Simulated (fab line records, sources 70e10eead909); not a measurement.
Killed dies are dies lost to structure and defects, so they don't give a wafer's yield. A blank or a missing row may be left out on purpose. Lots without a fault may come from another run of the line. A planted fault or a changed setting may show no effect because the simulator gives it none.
Which tool did it? | flow nand_harc | 6 lots, 18 wafers sampled, at 2 steps of a route of 1302

WHAT THE GAUGES READ, wafer by wafer
NHARC_P_M1_OVL_MEAS_10: pitch 260 nm.
lot  | measured     | on         | overlay_x_nm (nm)
L758 | day 6 17:04  | overlay-01 | -0.6 -0.6 -0.4
L769 | day 11 09:11 | overlay-01 | 0.0 0.2 0.5
L774 | day 13 08:22 | overlay-02 | -0.9 -1.1 -0.2
L776 | day 13 23:00 | overlay-02 | 0.8 0.9 0.6
L778 | day 14 23:47 | overlay-01 | -0.2 -0.1 0.3
L780 | day 15 21:02 | overlay-02 | 0.6 0.2 0.6

WHICH TOOL RAN EACH LOT (tool, then ch and the chambers of the sampled wafers, then the start)
lot  | NHARC_P_M0_CMP_23
L758 | cmp-04 ch 0,2,3, day 6 15:01
L769 | cmp-02 ch 1,2,3, day 11 07:17
L774 | cmp-01 ch 0,1, day 13 06:25
L776 | cmp-02 ch 0,1,3, day 13 21:08
L778 | cmp-01 ch 1,2,3, day 14 21:52
L780 | cmp-01 ch 1,2,3, day 15 19:07
- NHARC_P_M0_CMP_23: polishes, t overpolish 20 s, target thk 117.54 nm.

THE ANSWER, worked out from the rows above alone
Rule: what is usual is taken from the lots themselves. Put in order of their means at a reading, lots are off if they are a third of the lots or fewer, leave a main group of 4 or more, and stand apart from it by a gap of 3 or more times the standard deviation of the main group's means; of several such gaps the widest counts. A main group whose means are all the same, to the digits that the tables above print for the reading, isn't used. A lot without any number at a reading at which 4 lots or more have one is off too. The other lots that the step has rows for count as sound.
No lot is off at any reading shown: from this, nothing can be told.

WHAT THE SIMULATOR HAD PUT IN
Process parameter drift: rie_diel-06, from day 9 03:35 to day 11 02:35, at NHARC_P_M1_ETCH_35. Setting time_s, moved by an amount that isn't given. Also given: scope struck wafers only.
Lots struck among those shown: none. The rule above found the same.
